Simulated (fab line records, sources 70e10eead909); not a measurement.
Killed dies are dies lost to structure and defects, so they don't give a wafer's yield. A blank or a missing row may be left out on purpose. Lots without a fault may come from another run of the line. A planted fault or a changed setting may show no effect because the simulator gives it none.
Chamber matching | flow nand_harc | NHARC_A_STAIRCASE_TRIM_220 on rie_diel-05: 4 sister chambers
The step chemistry O2, time 211.2 s. 18 wafers are shown with their chamber, then 9 later ones without.

WAFERS WITH THEIR CHAMBER
wafer  | chamber | drypump_motor_current_A (A) | showerhead_plenum_p_Torr (Torr) | oes_product_au (a.u.)
L075.1 | 0       | 6.2                         | 3.66                            | 0.999
L075.3 | 2       | 5.3                         | 3.65                            | 0.994
L075.4 | 1       | 5.5                         | 3.72                            | 1.000
L074.2 | 0       | 6.2                         | 3.66                            | 1.007
L074.3 | 2       | 5.3                         | 3.65                            | 1.004
L074.4 | 1       | 5.5                         | 3.72                            | 1.013
L082.1 | 3       | 5.5                         | 3.47                            | 0.991
L082.5 | 3       | 5.5                         | 3.47                            | 0.993
L082.6 | 2       | 5.3                         | 3.64                            | 1.003
L085.3 | 2       | 5.3                         | 3.63                            | 1.009
L085.5 | 3       | 5.5                         | 3.47                            | 0.995
L085.6 | 2       | 5.4                         | 3.63                            | 1.006
L088.2 | 2       | 5.3                         | 3.62                            | 1.010
L088.3 | 3       | 5.5                         | 3.46                            | 1.003
L088.5 | 3       | 5.5                         | 3.46                            | 0.992
L089.2 | 0       | 6.2                         | 3.64                            | 1.004
L089.3 | 3       | 5.5                         | 3.46                            | 0.993
L089.4 | 2       | 5.3                         | 3.62                            | 1.013

SIGNATURES (means of the wafers above)
reading                  | chamber 0 | chamber 1 | chamber 2 | chamber 3 | scatter within a chamber
drypump_motor_current_A  | 6.200     | 5.500     | 5.314     | 5.500     | 0.0247
showerhead_plenum_p_Torr | 3.6533    | 3.7200    | 3.6343    | 3.4650    | 0.00996
oes_product_au           | 1.00333   | 1.00650   | 1.00557   | 0.99450   | 0.00562
Rule: a wafer's distance from a chamber is the root of the sum, over the readings, of the square of ((its reading less the chamber's mean) divided by the reading's scatter). The wafer belongs to the nearest chamber; if the next one is less than 2 further off, it can't be placed. The scatter: the root of (the sum of the squares of (reading less its chamber's mean) over the shown wafers, divided by (wafers less chambers)).

WAFERS WITHOUT THEIR CHAMBER
wafer  | drypump_motor_current_A (A) | showerhead_plenum_p_Torr (Torr) | oes_product_au (a.u.)
L087.2 | 6.2                         | 3.64                            | 1.000
L087.5 | 5.3                         | 3.62                            | 1.013
L087.6 | 5.5                         | 3.46                            | 0.996
L097.2 | 5.3                         | 3.61                            | 0.998
L097.4 | 6.2                         | 3.63                            | 0.997
L097.6 | 6.2                         | 3.63                            | 1.003
L097.1 | 5.5                         | 3.68                            | 0.991
L097.3 | 5.5                         | 3.44                            | 0.994
L097.5 | 5.5                         | 3.68                            | 1.000

WHICH CHAMBER EACH WENT THROUGH
wafer  | from the rows above | in truth
L087.2 | 0                   | 0
L087.5 | 2                   | 2
L087.6 | 3                   | 3
L097.2 | 2                   | 2
L097.4 | 0                   | 0
L097.6 | 0                   | 0
L097.1 | 1                   | 1
L097.3 | 3                   | 3
L097.5 | 1                   | 1
Placed correctly: 9 of 9. Can't be placed from these rows: 0. Placed wrongly: 0.
